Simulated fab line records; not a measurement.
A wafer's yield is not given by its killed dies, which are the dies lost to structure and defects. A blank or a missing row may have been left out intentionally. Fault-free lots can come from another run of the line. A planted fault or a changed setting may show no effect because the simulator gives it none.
fab line records	flow n5Finfet
[record] lots = 24	wafers = 72	lastDay = 18
route steps=1938 shown FIN_SAQP@145 FIN_CUT@163 STI_FIN_REVEAL@189
lots that met no fault: from a run of the same line without faults
startH: hours from the record's opening day to when the first of the lot's shown wafers began	waitH: hours elapsed since this lot's preceding step	" identical to the entry in the row above	L1.1+2: one row covering several wafers at once	- no value, or no start was given	* or withheld: withheld	< > ~ a bound
route shown NAME@n: a module of which the file shows steps, and the number in the route of the first	usual: average and standard deviation across the fault-free wafers	same: alike in all rows	chamber/n: place in a boat	sites: readings site by site	_std_site: standard deviation across them	_edge_site: outer sites' mean less inner sites'	radiusMm: for every site, how far away it sits from the centre of the wafer	mask NAME#n: copy n	behind: the most recent tool/chamber to have shaped the wafer	hold: what put the lot on hold/how long, in hours/how the hold closed	device: which transistor (n, p or np) failed to switch	end of line: tests run on the same wafers once the route is complete	a step with no rows: only its recipe	killed: dies lost to structure and defects at the first sort, not the wafer's yield	map: dies across one wafer; x = killed, . = not, _ = none there
set.NAME: the setting the step ran with; set.NAME@STEP: the setting that earlier step ran with	model.NAME: the simulator's own value behind a step, which no gauge read
the route's steps for a sample of lots (tables are steps, rows are wafers)
services: when a tool's chamber went out of use (startH, in hours from the record's first day, below 0 if earlier), for how many hours, and the reason
[[steps]]
[step N5_FIN_SAQP_HM_CD_35]
[recipe] targetCdNm = 8	polarity = line
[usual] cdNm = 8.10/0.23
lot.wafer	tool	chamber	startH	waitH	cdNm
L074.2	cdSem-02	-	26.68	0.1	7.97
L074.3	"	-	"	"	8.38
L074.4	"	-	"	"	8.17
L075.2	cdSem-02	-	33.69	0.1	8.29
L075.4	"	-	"	"	8.35
L075.5	"	-	"	"	7.82
L076.1	cdSem-01	-	37.73	0.1	8.08
L076.3	"	-	"	"	8.03
L076.4	"	-	"	"	8.11
L077.1	cdSem-03	-	44.24	0.1	8.24
L077.4	"	-	"	"	8.61
L077.6	"	-	"	"	8.58
L078.1	cdSem-01	-	50.38	0.1	7.40
L078.3	"	-	"	"	8.39
L078.6	"	-	"	"	7.87
L079.1	cdSem-03	-	56.71	0.1	8.49
L079.3	"	-	"	"	8.25
L079.5	"	-	"	"	8.16
L080.1	cdSem-01	-	62.17	0.1	8.03
L080.2	"	-	"	"	7.90
L080.4	"	-	"	"	8.17
L081.1	cdSem-01	-	68.02	0.1	8.26
L081.2	"	-	"	"	8.02
L081.3	"	-	"	"	7.63
L082.1	cdSem-01	-	75.38	0.1	8.23
L082.2	"	-	"	"	8.32
L082.6	"	-	"	"	8.28
L083.1	cdSem-03	-	79.96	0.1	7.98
L083.2	"	-	"	"	8.39
L083.4	"	-	"	"	7.89
L084.1	cdSem-03	-	86.52	0.1	8.13
L084.3	"	-	"	"	8.24
L084.6	"	-	"	"	8.28
L085.2	cdSem-03	-	94.71	0.1	8.16
L085.3	"	-	"	"	7.84
L085.6	"	-	"	"	7.96
L086.2	cdSem-03	-	102.89	0.1	8.02
L086.3	"	-	"	"	8.00
L086.4	"	-	"	"	8.20
L087.2	cdSem-03	-	106.75	0.1	8.20
L087.4	"	-	"	"	8.15
L087.6	"	-	"	"	8.20
L088.1	cdSem-01	-	109.69	0.1	7.89
L088.2	"	-	"	"	7.94
L088.5	"	-	"	"	7.96
L089.1	cdSem-01	-	116.13	0.1	8.00
L089.5	"	-	"	"	7.58
L089.6	"	-	"	"	8.40
L090.1	cdSem-03	-	122.08	0.1	8.20
L090.3	"	-	"	"	7.72
L090.5	"	-	"	"	8.35
L091.2	cdSem-03	-	128.31	0.1	8.20
L091.3	"	-	"	"	7.79
L091.4	"	-	"	"	7.78
L092.1	cdSem-01	-	133.33	0.1	7.79
L092.2	"	-	"	"	7.97
L092.5	"	-	"	"	8.01
L093.2	cdSem-01	-	139.53	0.1	7.99
L093.4	"	-	"	"	8.02
L093.6	"	-	"	"	8.00
L094.2	cdSem-01	-	146.57	0.1	7.95
L094.5	"	-	"	"	7.98
L094.6	"	-	"	"	8.00
L095.1	cdSem-02	-	151.79	0.1	8.53
L095.3	"	-	"	"	8.10
L095.4	"	-	"	"	7.89
L096.1	cdSem-03	-	157.98	0.1	8.29
L096.2	"	-	"	"	8.45
L096.3	"	-	"	"	7.79
L097.1	cdSem-03	-	164.33	0.1	8.43
L097.4	"	-	"	"	8.10
L097.5	"	-	"	"	8.01
[step N5_FIN_SAQP_FIN_ETCH_36]
[recipe] chemistry = HBr/Cl2/O2	targetDepthA = 1200	maskMaterial = SiNx	timeS = 50.4	biasW = 102	pressureMtorr = 10	icpW = 800	HBr_flow_sccm = 150	Cl2_flow_sccm = 80	O2_flow_sccm = 12
[usual] chamberPressureMTorr = 9.999/0.0098	drypumpMotorCurrentA = 5.8/0.61	oesProductAu = 1.005/0.022	throttleValvePct = 35.98/0.26
lot.wafer	tool	chamber	startH	waitH	chamberPressureMTorr	drypumpMotorCurrentA	oesProductAu	rfHoursCounterH	throttleValvePct
L074.2	rieSi-01	1	26.75	0.0	9.999	5.8	0.983	50	35.77
L074.3	"	3	"	"	10.013	6.3	0.988	41	36.07
L074.4	"	0	"	"	10.008	6.2	0.994	38	36.25
L075.2	rieSi-03	1	33.76	0.0	9.985	5.7	0.971	12	35.83
L075.4	"	2	"	"	10.007	6.2	1.015	80	35.59
L075.5	"	0	"	"	10.013	4.7	0.995	-	35.90
L076.1	rieSi-03	0	37.80	0.0	9.997	4.6	0.988	63	35.91
L076.3	"	3	"	"	10.017	5.3	1.052	6	36.04
L076.4	"	2	"	"	10.000	6.2	1.016	80	35.57
L077.1	rieSi-01	1	44.31	0.0	9.983	5.8	0.996	50	35.76
L077.4	"	2	"	"	9.994	5.4	1.026	4	35.96
L077.6	"	0	"	"	9.982	6.3	0.998	-	36.24
L078.1	rieSi-03	0	50.45	0.0	10.010	4.6	0.990	63	35.90
L078.3	"	3	"	"	10.002	5.3	1.044	6	36.04
L078.6	"	0	"	"	9.972	4.7	0.988	-	35.91
L079.1	rieSi-02	1	56.78	0.0	9.991	6.8	0.993	53	36.43
L079.3	"	0	"	"	9.996	6.4	1.028	52	36.66
L079.5	"	2	"	"	9.994	6.7	1.001	-	35.62
L080.1	rieSi-03	0	62.24	0.0	9.982	4.6	0.982	63	35.90
L080.2	"	3	"	"	9.997	5.3	1.042	6	36.05
L080.4	"	2	"	"	9.998	6.2	1.013	80	35.60
L081.1	rieSi-01	0	68.09	0.0	9.986	6.3	0.994	38	36.25
L081.2	"	2	"	"	10.002	5.4	1.024	4	35.99
L081.3	"	3	"	"	10.004	6.3	0.993	42	36.08
L082.1	rieSi-03	0	75.45	0.0	10.018	4.7	0.988	64	35.92
L082.2	"	1	"	"	10.019	5.7	0.970	13	35.84
L082.6	"	2	"	"	10.008	6.2	1.014	-	35.58
L083.1	rieSi-01	2	80.03	0.0	9.992	5.4	1.025	5	35.97
L083.2	"	3	"	"	10.004	6.3	0.991	42	36.08
L083.4	"	1	"	"	9.988	5.8	0.986	51	35.77
L084.1	rieSi-03	1	86.59	0.0	10.003	5.7	0.964	13	35.84
L084.3	"	2	"	"	10.001	6.2	1.000	81	35.61
L084.6	"	1	"	"	9.999	5.7	0.969	-	35.85
L085.2	rieSi-02	3	94.78	0.0	10.010	5.9	1.033	89	35.97
L085.3	"	2	"	"	10.002	6.7	0.985	107	35.65
L085.6	"	3	"	"	9.991	6.0	1.021	-	35.97
L086.2	rieSi-01	0	102.96	0.0	10.009	6.2	0.998	39	36.26
L086.3	"	3	"	"	9.998	6.4	0.985	43	36.05
L086.4	"	2	"	"	10.008	5.4	1.021	5	35.97
L087.2	rieSi-01	2	106.82	0.0	10.015	5.4	1.023	5	35.97
L087.4	"	3	"	"	10.009	6.3	1.008	43	36.05
L087.6	"	3	"	"	9.994	6.3	0.994	-	36.04
L088.1	rieSi-01	2	109.76	0.0	9.997	5.4	1.032	5	35.97
L088.2	"	0	"	"	9.988	6.2	1.012	39	36.23
L088.5	"	2	"	"	10.005	5.4	1.036	-	35.96
L089.1	rieSi-01	1	116.20	0.0	9.996	5.8	1.006	52	35.76
L089.5	"	1	"	"	9.993	5.8	1.005	-	35.76
L089.6	"	0	"	"	10.027	6.2	1.003	-	36.23
L090.1	rieSi-03	2	122.15	0.0	10.003	6.2	1.029	81	35.60
L090.3	"	3	"	"	10.012	5.3	1.048	7	36.04
L090.5	"	0	"	"	9.988	4.7	0.977	-	35.91
L091.2	rieSi-03	1	128.37	0.0	9.998	5.7	0.981	14	35.82
L091.3	"	0	"	"	9.990	4.6	0.993	64	35.91
L091.4	"	3	"	"	9.989	5.3	1.052	7	36.02
L092.1	rieSi-03	3	133.40	0.0	9.999	5.3	1.048	7	36.05
L092.2	"	2	"	"	10.014	6.2	1.015	81	35.57
L092.5	"	2	"	"	10.012	6.2	1.025	-	35.60
L093.2	rieSi-02	0	139.60	0.0	10.006	6.4	1.044	54	36.66
L093.4	"	1	"	"	9.992	6.8	1.011	55	36.40
L093.6	"	2	"	"	10.011	6.7	0.997	-	35.61
L094.2	rieSi-02	1	146.64	0.0	10.015	6.8	0.986	55	36.45
L094.5	"	1	"	"	9.997	6.8	0.992	-	36.42
L094.6	"	0	"	"	9.997	6.4	1.017	-	36.68
L095.1	rieSi-01	3	151.85	0.0	10.005	6.4	0.995	44	36.03
L095.3	"	0	"	"	9.983	6.3	1.001	40	36.25
L095.4	"	2	"	"	9.993	5.4	1.021	6	35.98
L096.1	rieSi-02	2	158.05	0.0	10.003	6.7	0.986	108	35.62
L096.2	"	3	"	"	9.999	5.9	1.023	91	35.99
L096.3	"	1	"	"	10.007	6.8	1.015	55	36.39
L097.1	rieSi-01	1	164.40	0.0	9.985	5.8	0.991	53	35.78
L097.4	"	2	"	"	10.006	5.4	1.022	6	35.98
L097.5	"	2	"	"	10.019	5.4	1.027	-	35.98
[step N5_FIN_CUT_CD_MEAS_08]
[recipe] targetCdNm = 29.1	landingEnergyEv = 500	detector = seInlens	polarity = opening
[usual] cdNm = 29.13/0.2
lot.wafer	tool	chamber	startH	waitH	cdNm
L074.2	cdSem-02	0	27.42	-	29.35
L074.3	"	0	"	"	29.67
L074.4	"	0	"	"	28.88
L075.2	cdSem-01	0	34.32	-	29.24
L075.4	"	0	"	"	29.01
L075.5	"	0	"	"	28.90
L076.1	cdSem-02	0	38.48	-	29.25
L076.3	"	0	"	"	29.46
L076.4	"	0	"	"	29.15
L077.1	cdSem-03	0	44.87	-	28.83
L077.4	"	0	"	"	29.23
L077.6	"	0	"	"	28.72
L078.1	cdSem-01	0	51.14	-	29.08
L078.3	"	0	"	"	29.12
L078.6	"	0	"	"	28.85
L079.1	cdSem-02	0	57.45	-	29.14
L079.3	"	0	"	"	29.09
L079.5	"	0	"	"	29.08
L080.1	cdSem-03	0	62.92	-	28.90
L080.2	"	0	"	"	28.94
L080.4	"	0	"	"	29.33
L081.1	cdSem-03	0	68.77	-	29.21
L081.2	"	0	"	"	29.10
L081.3	"	0	"	"	28.88
L082.1	cdSem-03	0	76.00	-	29.01
L082.2	"	0	"	"	29.21
L082.6	"	0	"	"	28.82
L083.1	cdSem-03	0	80.59	-	29.20
L083.2	"	0	"	"	29.16
L083.4	"	0	"	"	29.19
L084.1	cdSem-02	0	87.27	-	28.90
L084.3	"	0	"	"	28.92
L084.6	"	0	"	"	29.07
L085.2	cdSem-01	0	95.33	-	28.84
L085.3	"	0	"	"	28.80
L085.6	"	0	"	"	29.31
L086.2	cdSem-01	0	103.52	-	29.04
L086.3	"	0	"	"	29.06
L086.4	"	0	"	"	29.10
L087.2	cdSem-03	0	107.37	-	29.08
L087.4	"	0	"	"	28.97
L087.6	"	0	"	"	29.15
L088.1	cdSem-01	0	110.32	-	29.13
L088.2	"	0	"	"	29.27
L088.5	"	0	"	"	28.55
L089.1	cdSem-03	0	116.76	-	29.48
L089.5	"	0	"	"	28.98
L089.6	"	0	"	"	29.28
L090.1	cdSem-02	0	122.70	-	28.84
L090.3	"	0	"	"	29.35
L090.5	"	0	"	"	29.58
L091.2	cdSem-01	0	129.05	-	29.12
L091.3	"	0	"	"	29.11
L091.4	"	0	"	"	29.18
L092.1	cdSem-03	0	133.95	-	29.01
L092.2	"	0	"	"	29.14
L092.5	"	0	"	"	29.29
L093.2	cdSem-02	0	140.32	-	28.93
L093.4	"	0	"	"	28.98
L093.6	"	0	"	"	29.05
L094.2	cdSem-03	0	147.19	-	29.41
L094.5	"	0	"	"	29.10
L094.6	"	0	"	"	29.00
L095.1	cdSem-02	0	152.41	-	29.41
L095.3	"	0	"	"	29.22
L095.4	"	0	"	"	29.05
L096.1	cdSem-03	0	158.73	-	29.17
L096.2	"	0	"	"	29.19
L096.3	"	0	"	"	29.08
L097.1	cdSem-01	0	164.95	-	29.17
L097.4	"	0	"	"	29.01
L097.5	"	0	"	"	29.31
[step N5_FIN_CUT_CUT_ETCH_27]
[recipe] chemistry = CHF3/O2	target = SiO2	targetDepthA = 40	maskMaterial = SOC	overetchA = 20	timeS = 4.9	pressureMtorr = 30	sourceW = 650	biasW = 170	Ar_flow_sccm = 200	CHF3_flow_sccm = 50	O2_flow_sccm = 5	ionEnergyEv = 200
[usual] chamberPressureMTorr = 29.996/0.028	drypumpMotorCurrentA = 5.7/0.56	oesProductAu = 0.61/0.057	rfVppV = 526/7.9	showerheadPlenumPTorr = 2.43/0.098	throttleValvePct = 18.85/0.26
lot.wafer	tool	chamber	startH	waitH	chamberPressureMTorr	drypumpMotorCurrentA	oesProductAu	rfHoursCounterH	rfVppV	showerheadPlenumPTorr	throttleValvePct
L074.2	rieDiel-06	1	28.28	0.0	29.995	6.6	0.54	253	519	2.26	18.78
L074.3	"	3	"	"	30.003	6.5	0.62	108	538	2.51	18.53
L074.4	"	2	"	"	30.001	5.9	0.55	195	516	2.38	19.00
L075.2	rieDiel-06	3	34.92	0.0	29.991	6.5	0.63	110	538	2.51	18.54
L075.4	"	0	"	"	29.983	5.1	0.62	-	523	2.32	18.78
L075.5	"	2	"	"	29.994	5.9	0.55	-	514	2.38	18.99
L076.1	rieDiel-06	3	39.08	0.0	29.998	6.5	0.63	112	539	2.51	18.55
L076.3	"	2	"	"	30.044	5.9	0.55	199	516	2.38	19.00
L076.4	"	2	"	"	29.992	5.9	0.55	-	516	2.38	19.01
L077.1	rieDiel-02	2	45.48	0.0	29.989	5.0	0.56	232	535	2.30	18.93
L077.4	"	3	"	"	29.991	5.5	0.62	106	524	2.52	18.94
L077.6	"	3	"	"	29.996	5.5	0.62	-	524	2.52	18.97
L078.1	rieDiel-06	2	51.74	0.0	30.010	5.9	0.55	204	515	2.37	19.01
L078.3	"	3	"	"	29.961	6.4	0.62	118	539	2.51	18.55
L078.6	"	0	"	"	30.017	5.2	0.61	-	524	2.32	18.77
L079.1	rieDiel-06	1	58.06	0.0	29.970	6.6	0.77	1	527	2.55	18.36
L079.3	"	0	"	"	29.976	5.1	0.62	115	524	2.32	18.77
L079.5	"	0	"	"	30.000	5.1	0.62	-	522	2.32	18.79
L080.1	rieDiel-06	3	63.52	0.0	29.968	6.5	0.62	122	539	2.51	18.56
L080.2	"	0	"	"	29.980	5.1	0.61	117	523	2.32	18.77
L080.4	"	1	"	"	30.001	6.6	0.76	2	527	2.55	18.38
L081.1	rieDiel-06	0	69.37	0.0	29.983	5.1	0.60	119	524	2.32	18.78
L081.2	"	2	"	"	29.994	5.9	0.55	210	513	2.37	19.03
L081.3	"	3	"	"	29.975	6.5	0.62	124	536	2.51	18.57
L082.1	rieDiel-05	2	76.61	0.0	29.981	5.0	0.60	157	524	2.51	19.27
L082.2	"	3	"	"	29.992	5.6	0.60	132	529	2.52	18.61
L082.6	"	3	"	"	29.977	5.6	0.61	-	531	2.52	18.61
L083.1	rieDiel-06	1	81.20	0.0	30.016	6.6	0.75	7	527	2.55	18.37
L083.2	"	0	"	"	30.006	5.1	0.61	123	523	2.32	18.80
L083.4	"	3	"	"	29.975	6.4	0.62	127	537	2.50	18.58
L084.1	rieDiel-02	0	87.88	0.0	29.960	5.2	0.61	121	516	2.50	19.08
L084.3	"	1	"	"	29.959	5.6	0.56	225	519	2.27	19.21
L084.6	"	2	"	"	29.997	5.0	0.55	-	532	2.30	18.97
L085.2	rieDiel-05	0	95.94	0.0	30.004	6.2	0.58	200	526	2.28	18.99
L085.3	"	1	"	"	30.012	5.7	0.71	20	534	2.44	18.68
L085.6	"	2	"	"	29.943	5.0	0.59	-	525	2.51	19.27
L086.2	rieDiel-02	3	104.36	0.0	29.935	5.5	0.61	124	523	2.51	18.98
L086.3	"	1	"	"	29.962	5.7	0.56	231	518	2.26	19.20
L086.4	"	2	"	"	30.003	5.0	0.54	251	534	2.30	18.96
L087.2	rieDiel-05	1	108.02	0.0	29.993	5.7	0.72	24	537	2.44	18.71
L087.4	"	2	"	"	30.041	5.0	0.59	167	523	2.51	19.28
L087.6	"	2	"	"	29.945	5.0	0.59	-	524	2.51	19.29
L088.1	rieDiel-06	0	110.92	0.0	29.997	5.1	0.60	132	523	2.31	18.81
L088.2	"	1	"	"	30.026	6.6	0.73	16	527	2.55	18.40
L088.5	"	1	"	"	30.013	6.6	0.72	-	528	2.55	18.39
L089.1	rieDiel-02	0	117.37	0.0	29.966	5.2	0.60	130	517	2.50	19.11
L089.5	"	0	"	"	29.965	5.2	0.60	-	518	2.50	19.10
L089.6	"	2	"	"	30.089	5.0	0.55	-	534	2.29	18.97
L090.1	rieDiel-06	1	123.30	0.0	30.022	6.6	0.71	21	526	2.55	18.40
L090.3	"	0	"	"	30.031	5.1	0.60	137	524	2.31	18.81
L090.5	"	1	"	"	29.967	6.6	0.71	-	525	2.55	18.40
L091.2	rieDiel-06	2	129.66	0.0	30.001	5.9	0.53	228	515	2.37	19.03
L091.3	"	1	"	"	29.990	6.6	0.71	22	526	2.54	18.40
L091.4	"	3	"	"	30.027	6.5	0.60	143	539	2.50	18.60
L092.1	rieDiel-06	1	134.56	0.0	30.034	6.6	0.72	24	526	2.54	18.39
L092.2	"	3	"	"	30.031	6.5	0.60	145	539	2.50	18.59
L092.5	"	1	"	"	29.967	6.6	0.71	-	526	2.54	18.40
L093.2	rieDiel-06	1	140.92	0.0	29.943	6.6	0.70	26	528	2.54	18.40
L093.4	"	2	"	"	30.001	5.9	0.53	231	514	2.36	19.04
L093.6	"	1	"	"	29.929	6.6	0.71	-	526	2.54	18.41
L094.2	rieDiel-05	2	147.87	0.0	30.019	5.0	0.59	182	525	2.50	19.31
L094.5	"	2	"	"	29.934	5.0	0.58	-	524	2.50	19.29
L094.6	"	1	"	"	30.004	5.7	0.70	-	536	2.44	18.73
L095.1	rieDiel-05	1	153.01	0.0	29.989	5.7	0.69	40	535	2.44	18.72
L095.3	"	2	"	"	30.009	5.0	0.58	184	524	2.50	19.31
L095.4	"	0	"	"	29.993	6.2	0.58	215	526	2.28	19.00
L096.1	rieDiel-02	1	159.33	0.0	29.982	5.7	0.55	246	520	2.26	19.23
L096.2	"	3	"	"	29.995	5.5	0.59	145	521	2.50	19.00
L096.3	"	0	"	"	30.013	5.2	0.59	148	516	2.49	19.14
L097.1	rieDiel-02	2	165.56	0.0	30.009	5.0	0.78	1	543	2.59	18.57
L097.4	"	1	"	"	30.055	5.7	0.55	248	517	2.26	19.23
L097.5	"	0	"	"	29.995	5.2	0.60	-	517	2.49	19.13
[step N5_STI_FIN_REVEAL_DENSIFY_30]
[recipe] tempC = *	timeS = *	ambient = N2	idleTempC = 600	rampUpCPerS = 150	rampDownCPerS = 60	coolToC = 600
[usual] lampPowerPct = 11.54/0.054	lamp_zone_1_pct = 11.529/0.019	wafer_temp_C_max = *
lot.wafer	tool	chamber	startH	waitH	lampPowerPct	lamp_zone_1_pct	wafer_temp_C_max
L074.2	rtpAnneal-02	0	35.37	0.1	11.48	11.546	*
L074.3	"	0	"	"	11.57	11.503	*
L074.4	"	0	"	"	11.55	11.526	*
L075.2	rtpAnneal-02	0	41.03	0.3	11.48	11.543	*
L075.4	"	0	"	"	11.52	11.517	*
L075.5	"	0	"	"	11.54	11.534	*
L076.1	rtpAnneal-01	0	45.60	0.0	11.54	11.531	*
L076.3	"	0	"	"	11.49	11.521	*
L076.4	"	0	"	"	11.53	11.502	*
L077.1	rtpAnneal-01	0	52.17	0.1	11.50	11.517	*
L077.4	"	0	"	"	11.48	11.540	*
L077.6	"	0	"	"	11.55	11.537	*
L078.1	rtpAnneal-02	0	58.78	0.1	11.56	11.502	*
L078.3	"	0	"	"	11.42	11.544	*
L078.6	"	0	"	"	11.65	11.530	*
L079.1	rtpAnneal-01	0	63.98	0.0	11.59	11.526	*
L079.3	"	0	"	"	11.50	11.510	*
L079.5	"	0	"	"	11.45	11.518	*
L080.1	rtpAnneal-01	0	70.23	0.2	11.58	11.544	*
L080.2	"	0	"	"	11.46	11.519	*
L080.4	"	0	"	"	11.52	11.548	*
L081.1	rtpAnneal-02	0	75.71	0.1	11.54	11.564	*
L081.2	"	0	"	"	11.46	11.562	*
L081.3	"	0	"	"	11.54	11.533	*
L082.1	rtpAnneal-02	0	83.50	0.1	11.51	11.495	*
L082.2	"	0	"	"	11.48	11.522	*
L082.6	"	0	"	"	11.58	11.534	*
L083.1	rtpAnneal-02	0	88.34	0.0	11.49	11.543	*
L083.2	"	0	"	"	11.58	11.538	*
L083.4	"	0	"	"	11.49	11.518	*
L084.1	rtpAnneal-01	0	94.91	0.3	11.59	11.519	*
L084.3	"	0	"	"	11.44	11.526	*
L084.6	"	0	"	"	11.48	11.525	*
L085.2	rtpAnneal-02	0	102.69	0.1	11.60	11.556	*
L085.3	"	0	"	"	11.50	11.531	*
L085.6	"	0	"	"	11.52	11.530	*
L086.2	rtpAnneal-02	0	111.33	0.1	11.61	11.531	*
L086.3	"	0	"	"	11.57	11.573	*
L086.4	"	0	"	"	11.46	11.528	*
L087.2	rtpAnneal-01	0	113.94	0.1	11.51	11.523	*
L087.4	"	0	"	"	11.62	11.515	*
L087.6	"	0	"	"	11.53	11.532	*
L088.1	rtpAnneal-02	0	116.84	0.0	11.42	11.541	*
L088.2	"	0	"	"	11.58	11.512	*
L088.5	"	0	"	"	11.49	11.505	*
L089.1	rtpAnneal-02	0	123.25	0.0	11.59	11.533	*
L089.5	"	0	"	"	11.52	11.522	*
L089.6	"	0	"	"	11.58	11.544	*
L090.1	rtpAnneal-01	0	129.53	0.1	11.63	11.542	*
L090.3	"	0	"	"	11.62	11.518	*
L090.5	"	0	"	"	11.56	11.552	*
L091.2	rtpAnneal-01	0	135.56	0.1	11.62	11.526	*
L091.3	"	0	"	"	11.61	11.565	*
L091.4	"	0	"	"	11.59	11.538	*
L092.1	rtpAnneal-01	0	140.57	0.0	11.51	11.510	*
L092.2	"	0	"	"	11.51	11.563	*
L092.5	"	0	"	"	11.57	11.512	*
L093.2	rtpAnneal-02	0	146.84	0.1	11.61	11.523	*
L093.4	"	0	"	"	11.54	11.540	*
L093.6	"	0	"	"	11.55	11.520	*
L094.2	rtpAnneal-01	0	154.45	0.1	11.58	11.523	*
L094.5	"	0	"	"	11.55	11.501	*
L094.6	"	0	"	"	11.53	11.542	*
L095.1	rtpAnneal-01	0	159.00	0.0	11.46	11.538	*
L095.3	"	0	"	"	11.45	11.531	*
L095.4	"	0	"	"	11.50	11.548	*
L096.1	rtpAnneal-01	0	165.63	0.0	11.60	11.526	*
L096.2	"	0	"	"	11.55	11.501	*
L096.3	"	0	"	"	11.54	11.522	*
L097.1	rtpAnneal-01	0	171.68	0.2	11.50	11.545	*
L097.4	"	0	"	"	11.58	11.498	*
L097.5	"	0	"	"	11.46	11.529	*
[step N5_STI_FIN_REVEAL_RECESS_09]
[recipe] chemistry = HF/NH3	target = SiO2	afsCycles = 11	targetDepthA = 425	tempC = 30	sublimationTempC = 180	sublimationTimeS = 60
[usual] drypumpMotorCurrentA = 5.4/0.4
lot.wafer	tool	chamber	startH	waitH	drypumpMotorCurrentA
L074.2	vaporEtch-02	0	35.82	0.0	5.0
L074.3	"	1	"	"	5.8
L074.4	"	0	"	"	5.0
L075.2	vaporEtch-01	1	41.61	0.0	5.9
L075.4	"	0	"	"	5.1
L075.5	"	0	"	"	5.1
L076.1	vaporEtch-02	0	46.07	0.0	5.0
L076.3	"	0	"	"	5.0
L076.4	"	1	"	"	5.8
L077.1	vaporEtch-01	0	52.64	0.0	5.1
L077.4	"	1	"	"	5.9
L077.6	"	1	"	"	5.9
L078.1	vaporEtch-01	1	59.43	0.0	5.9
L078.3	"	1	"	"	5.9
L078.6	"	1	"	"	5.9
L079.1	vaporEtch-02	0	64.54	0.0	5.0
L079.3	"	0	"	"	5.0
L079.5	"	1	"	"	5.8
L080.1	vaporEtch-02	1	70.71	0.0	5.8
L080.2	"	0	"	"	5.0
L080.4	"	1	"	"	5.8
L081.1	vaporEtch-02	1	76.22	0.0	5.8
L081.2	"	0	"	"	5.0
L081.3	"	0	"	"	5.0
L082.1	vaporEtch-02	1	84.04	0.0	5.8
L082.2	"	0	"	"	5.0
L082.6	"	1	85.10	1.1	5.8
L083.1	vaporEtch-01	0	88.89	0.0	5.1
L083.2	"	1	"	"	5.9
L083.4	"	1	"	"	5.9
L084.1	vaporEtch-02	0	95.44	0.0	5.1
L084.3	"	1	"	"	5.8
L084.6	"	1	"	"	5.8
L085.2	vaporEtch-01	0	103.13	0.0	5.1
L085.3	"	1	"	"	5.9
L085.6	"	1	"	"	5.9
L086.2	vaporEtch-01	0	111.84	0.0	5.1
L086.3	"	0	"	"	5.1
L086.4	"	1	"	"	5.9
L087.2	vaporEtch-01	0	114.37	0.0	5.1
L087.4	"	0	"	"	5.1
L087.6	"	0	"	"	5.1
L088.1	vaporEtch-01	1	117.31	0.0	5.9
L088.2	"	0	"	"	5.1
L088.5	"	0	118.37	1.1	5.1
L089.1	vaporEtch-02	1	123.72	0.0	5.8
L089.5	"	1	124.78	1.1	5.8
L089.6	"	0	"	"	5.0
L090.1	vaporEtch-02	1	130.07	0.0	5.8
L090.3	"	0	"	"	5.0
L090.5	"	0	"	"	5.0
L091.2	vaporEtch-02	0	136.12	0.0	5.0
L091.3	"	1	"	"	5.8
L091.4	"	0	"	"	5.0
L092.1	vaporEtch-01	0	141.03	0.0	5.1
L092.2	"	1	"	"	5.9
L092.5	"	1	142.09	1.1	5.9
L093.2	vaporEtch-02	1	147.28	0.0	5.8
L093.4	"	1	"	"	5.8
L093.6	"	1	"	"	5.8
L094.2	vaporEtch-02	0	154.93	0.0	5.0
L094.5	"	0	155.99	1.1	5.0
L094.6	"	1	"	"	5.8
L095.1	vaporEtch-02	0	159.58	0.0	5.0
L095.3	"	1	"	"	5.8
L095.4	"	0	"	"	5.1
L096.1	vaporEtch-02	0	166.28	0.0	5.0
L096.2	"	1	"	"	5.8
L096.3	"	0	"	"	5.0
L097.1	vaporEtch-02	0	172.15	0.0	5.0
L097.4	"	1	"	"	5.8
L097.5	"	0	"	"	5.0
[[services]]
tool	chamber	startH	hours	kind
rieSi-03	0	23.55	4.2	repair
rieDiel-06	1	31.18	3.3	repair
rieDiel-06	1	34.97	-	clean
rieDiel-06	1	34.97	-	consumableReplace:focusRing
rieDiel-06	1	34.97	-	consumableReplace:showerhead
rieDiel-06	1	34.97	19.9	scheduledDown
rieDiel-02	-	46.50	0.5	repair
rtpAnneal-02	-	49.25	4.4	pm
rieSi-01	2	65.39	1.7	repair
rieSi-01	-	71.67	2.8	pm
rieDiel-05	1	72.84	5.6	repair
rieSi-03	-	89.44	14.6	pm
rieDiel-02	2	106.52	6.9	repair
rieDiel-02	1	113.58	17.4	repair
rieDiel-05	1	115.02	3.4	repair
rieSi-03	-	117.25	2.8	pm
rieDiel-02	2	118.32	7.8	repair
rieSi-03	-	125.66	0.3	repair
rieSi-01	2	127.83	8.9	repair
rieDiel-02	3	144.57	4.2	repair
rieSi-02	2	148.44	4.2	repair
rieDiel-02	-	154.97	0.8	repair
rieDiel-05	0	160.21	8.9	repair
vaporEtch-01	-	169.28	0.1	repair
[[key]]
fault none
